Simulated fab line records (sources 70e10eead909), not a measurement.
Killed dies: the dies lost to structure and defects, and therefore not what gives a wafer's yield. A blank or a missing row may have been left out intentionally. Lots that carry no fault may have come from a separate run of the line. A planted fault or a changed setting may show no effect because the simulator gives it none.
Struck lot and sound lot, side by side / flow nand_harc / 15 steps out of a route of 1159
Sound: the wafers L183.2, L183.3, L183.4. Struck: wafer L194.4 (left out: L194.1, L194.5 of the same lot, which were not struck); the cause appears at the end.
For every step that has rows: the tool of each side, followed by ch and its chambers, followed by its first start. Under that, the readings that differ: sound wafers / struck wafers / difference of the means / sigmas: that difference in standard deviations of wafers without a fault.
alike: readings with means less than 2 such deviations apart, plus words and numbers identical on both sides. not compared: withheld readings, readings lacking a value on some wafer, bounds such as >300 that could conceal the same value, and numbers that have no deviation in the record and whose values overlap.
The two part at a step that has a row with sigmas, a row that says differs or no value, or rows on one side only. When numbers do not overlap yet have no deviation, they are printed without sigmas and do not part them. Lack of a reading on every wafer of one side parts them only where that side has two or more wafers.

first, 1 step without rows for these wafers: NHARC_A_CHANNEL_FILL_D1_ALD_15 (deposits SiNx, target thk 2 nm, pulse time 60 s, ald cycles 19).
NHARC_A_CHANNEL_FILL_D1_ALD_16: deposits SiO2, target thk 1.5 nm, pulse time 10 s, ald cycles 15.
  sound on ald_hk-03 ch 0,1,2, day 9 12:01; struck on ald_hk-04 ch 3, day 12 09:56
  alike: heater_power_w, precursor_pulse_height_rel, susceptor_temp_C
then, 2 steps without rows for these wafers: NHARC_A_CHANNEL_FILL_D1_ANNEAL_17 (time 1800 s); NHARC_A_CHANNEL_FILL_D1_CVD_18 (deposits poly-Si, target thk 3 nm).
NHARC_A_CHANNEL_FILL_D1_ETCHBACK_19: etches the open film in HBr/Cl2, target depth 5 nm, time 1.7 s.
  sound on rie_si-05 ch 0,1,2, day 10 03:35; struck on rie_si-05 ch 2, day 12 22:41
reading=rf_fwd_power_W (W); sound=388.4 388.3 391.2; struck=393.0; difference=+3.7; sigmas=+2
reading=rf_hours_counter_h (h); sound=1.4 1.5 1.3; struck=0.5; difference=-0.9; sigmas=
  alike: drypump_motor_current_A, oes_product_au, throttle_valve_pct
NHARC_A_CHANNEL_FILL_D1_ETCHBACK_20: etches the open film in C4F8/O2/Ar, target depth 27 nm, time 13.5 s.
  sound on rie_diel-09 ch 0,1,3, day 10 03:42; struck on rie_diel-09 ch 0, day 12 22:50
reading=rf_hours_counter_h (h); sound=5 5 4; struck=1; difference=-4; sigmas=
  alike: oes_product_au, rf_fwd_power_W, rf_vpp_V
NHARC_A_CHANNEL_FILL_D1_STRIP_28: strips in O2, time 20 s.
  sound on rie_diel-09 ch 1,2,3, day 10 03:47; struck on rie_diel-09 ch 0, day 12 22:55
reading=rf_hours_counter_h (h); sound=4 5 5; struck=1; difference=-4; sigmas=
  alike: drypump_motor_current_A, o2_flow_sccm, oes_product_au, rf_vpp_V, showerhead_plenum_p_Torr, throttle_valve_pct
then, 4 steps without rows for these wafers: NHARC_A_CHANNEL_FILL_D1_PRECLEAN_21 (cleans in dHF, time 30 s); NHARC_A_CHANNEL_FILL_D1_SRD_23; NHARC_A_CHANNEL_FILL_D1_CVD_05 (deposits poly-Si, target thk 5 nm); NHARC_A_CHANNEL_FILL_D1_ANNEAL_22 (time 7200 s).
NHARC_A_CHANNEL_FILL_D1_THK_MEAS_06: measures by ellipsometry.
  struck on film_metro-01, day 13 10:35; sound on film_metro-01, day 10 15:14
  alike: thk_nm
NHARC_A_CHANNEL_FILL_D1_ALD_25: deposits SiOx, target thk 60 nm, pulse time 10 s, ald cycles 600.
  sound on ald_hk-03 ch 0,2,3, day 10 15:27; struck on ald_hk-03 ch 1, day 13 11:52
reading=susceptor_temp_C (C); sound=300.12 300.10 299.64; struck=302.05; difference=+2.10; sigmas=+10
  alike: heater_power_w, precursor_pulse_height_rel
NHARC_A_CHANNEL_FILL_D1_ETCHBACK_08: etches the open film in C4F8, target depth 220 nm, time 110 s.
  sound: rie_diel-10 ch 1,2,3; struck: rie_diel-10 ch 2
reading=rf_hours_counter_h (h); sound=1 1 1; struck=3; difference=+2; sigmas=
  alike: oes_product_au, rf_fwd_power_W, rf_vpp_V
next, for these wafers, 1 step has no rows: NHARC_END_SORT_01.

== WHERE THEY PART ==
First at NHARC_A_CHANNEL_FILL_D1_ETCHBACK_19; last, within this record, at NHARC_A_CHANNEL_FILL_D1_ALD_25. Later steps at which nothing parts them and some readings are alike: NHARC_A_CHANNEL_FILL_D1_ETCHBACK_08.

WHY: what the simulator had put in
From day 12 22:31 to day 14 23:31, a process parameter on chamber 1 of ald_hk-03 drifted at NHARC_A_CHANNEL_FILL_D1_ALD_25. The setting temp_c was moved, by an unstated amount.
